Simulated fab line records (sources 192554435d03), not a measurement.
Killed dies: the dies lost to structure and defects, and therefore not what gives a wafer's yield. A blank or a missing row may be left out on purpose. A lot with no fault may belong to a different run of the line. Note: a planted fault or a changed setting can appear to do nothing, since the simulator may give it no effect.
A struck lot beside a sound one | flow n5 finfet | 16 steps out of a route of 1938
Sound: the wafers L292.1, L292.3, L292.6. Struck: wafer L303.1; the same lot's L303.4 was not struck, so it is left out; see the end for the cause.
At each step with rows: each side's tool, then ch and its chambers, then its first start. Under that, the readings that differ: sound wafers | struck wafers | difference of the means | sigmas: that difference in standard deviations of wafers without a fault.
alike: readings whose means differ by less than 2 such deviations, and words and numbers that are the same on both sides. not compared: withheld readings, readings that some wafer has no value for, bounds like >300 that may hide the same value, and numbers for which the record gives no deviation and whose values overlap.
The two part at a step that has a row with sigmas, a row that says differs or no value, or rows on one side only. When numbers do not overlap yet have no deviation, they are printed without sigmas and do not part them. A reading that every wafer of one side lacks parts them only if that side has two wafers or more.

first, 8 steps without rows for these wafers: N5_BEOL_M15_COAT_58 (time 60 s, resist thk 89 nm); N5_BEOL_M15_COAT_04 (resist thk 800 nm); N5_BEOL_M15_EBR_06; N5_BEOL_M15_SOFTBAKE_05 (time 60 s); N5_BEOL_M15_EXPOSE_07 (exposes mask V14); N5_BEOL_M15_PEB_08 (peb time 90 s); N5_BEOL_M15_DEVELOP_09 (develop time 45 s); N5_BEOL_M15_HARDBAKE_14 (time 120 s).
N5_BEOL_M15_CD_MEAS_10: the cd target is 360 nm.
  sound on cd sem-01 ch 0, day 11 22:32; struck on cd sem-03 ch 0, day 14 22:02
  alike: cd nm
N5_BEOL_M15_OVL_MEAS_11:
  sound on overlay-01 ch 0, day 11 22:34; struck on overlay-01 ch 0, day 14 22:04
  alike: V14_OVL
N5_BEOL_M15_INSPECT_12: inspects for defects (macro).
  sound on defect inspect-02, day 11 22:35; struck on defect inspect-01, day 14 22:06
  alike: raw defect count
N5_BEOL_M15_DESCUM_15: chemistry O2, time 7.9 s.
  sound on rie diel-01 ch 0,1, day 11 22:43; struck on rie diel-01 ch 2, day 14 22:12
  reading                         | sound          | struck | difference | sigmas
  drypump motor current A (A)     | 6.1 5.9 6.1    | 5.3    | -0.7       | -2
  showerhead plenum p Torr (Torr) | 2.15 2.17 2.15 | 2.06   | -0.10      | -2
  alike: oes product au, rf vpp V, throttle valve pct
  not compared: rf hours counter h
N5_BEOL_M15_ETCH_59: etches BARC in N2/H2, target depth 89 nm, overetch 26.7 nm, time 67.9 s.
  sound on rie diel-01 ch 0,1, day 11 22:44; struck on rie diel-01 ch 2, day 14 22:14
  reading                                    | sound             | struck | difference | sigmas
  drypump motor current A (A)                | 6.1 6.0 6.1       | 5.3    | -0.8       | -2
  showerhead plenum p Torr (Torr)            | 2.60 2.62 2.60    | 2.49   | -0.12      | -2
  model.coat_of_BEOL_M15_COAT_04.thk nm (nm) | 718.6 715.4 716.8 | 737    | +20        |
  model.etch.depth nm (nm)                   | 88.93 89.01 88.82 | 78.42  | -10.50     |
  alike: oes product au, rf vpp V, throttle valve pct
  not compared: rf hours counter h
N5_BEOL_M15_VIA_ETCH_16: etches SiO2 in C4F8/O2/Ar, target depth 1792.2 nm.
  sound on rie diel-01 ch 0,1, day 11 22:47; struck on rie diel-01 ch 2, day 14 22:17
  reading                                    | sound         | struck | difference | sigmas
  drypump motor current A (A)                | 6.1 6.0 6.1   | 5.3    | -0.8       | -2
  model.coat_of_BEOL_M15_COAT_04.thk nm (nm) | 334.8 331 323 | 354    | +24        |
  alike: oes_f_703_au, oes product au, rf vpp V, showerhead plenum p Torr, throttle valve pct
N5_BEOL_M15_STRIP_63: strips in O2.
  sound on rie diel-01 ch 0,1; struck on rie diel-01 ch 2
  reading                         | sound          | struck | difference | sigmas
  drypump motor current A (A)     | 6.1 5.9 6.1    | 5.3    | -0.7       | -2
  showerhead plenum p Torr (Torr) | 2.15 2.17 2.15 | 2.07   | -0.09      | -2
  alike: oes product au, rf vpp V, throttle valve pct
  not compared: rf hours counter h
then, 1 step without rows for these wafers: N5_PASSIVATION_PROBE_49.

## WHERE THEY PART
At N5_BEOL_M15_DESCUM_15 first; at N5_BEOL_M15_STRIP_63 last (within this record only).

WHY: the cause the simulator had injected
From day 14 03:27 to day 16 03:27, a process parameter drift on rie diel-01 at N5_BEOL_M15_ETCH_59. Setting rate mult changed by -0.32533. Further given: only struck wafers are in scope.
